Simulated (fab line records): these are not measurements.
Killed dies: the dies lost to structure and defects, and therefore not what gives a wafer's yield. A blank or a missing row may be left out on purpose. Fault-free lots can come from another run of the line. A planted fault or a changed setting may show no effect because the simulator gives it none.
Chamber matching	flow nand_harc	NHARC_P_M0_DEP_32 on pecvd-03: 3 sister chambers
The step deposits SiCN, target thk 30 nm. 6 wafers are shown with their chamber, then 12 later ones without.

## WAFERS WITH THEIR CHAMBER
wafer	chamber	heater_power_w (W)
L087.1	1	769
L089.1	0	768
L089.5	0	755
L090.3	2	526
L090.4	1	690
L090.5	2	536

## WAFERS WITHOUT THEIR CHAMBER
wafer	heater_power_w (W)
L091.1	561
L091.2	727
L091.6	556
L094.1	698
L094.3	576
L094.4	701
L095.2	623
L095.3	632
L095.6	580
L097.1	514
L097.2	761
L097.4	747

## WHICH CHAMBER EACH WENT THROUGH
wafer	from the rows above	in truth
L091.1	2	2
L091.2	can't be placed: 1 or 0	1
L091.6	2	2
L094.1	can't be placed: 1 or 0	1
L094.3	2	2
L094.4	can't be placed: 1 or 0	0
L095.2	can't be placed: 2 or 1 or 0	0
L095.3	can't be placed: 1 or 2 or 0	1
L095.6	2	2
L097.1	2	2
L097.2	can't be placed: 0 or 1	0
L097.4	can't be placed: 0 or 1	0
Correct placement for 5 of the 12. From these rows, 7 cannot be placed; in 7 the true chamber is one of the candidates. 0 placed wrongly.
How it was worked out, from the rows above alone: a wafer's distance from a chamber is the root of the sum, over the readings, of the square of ((its reading less the chamber's mean) divided by the reading's scatter). If the next closest chamber is less than 2 further off than the closest, the wafer can't be placed; otherwise it belongs to the closest. The mean given for a chamber averages the wafers shown for that chamber. The scatter is the square root of a quotient: the sum, over the shown wafers, of each reading's squared deviation from its chamber's mean, divided by wafers minus chambers.
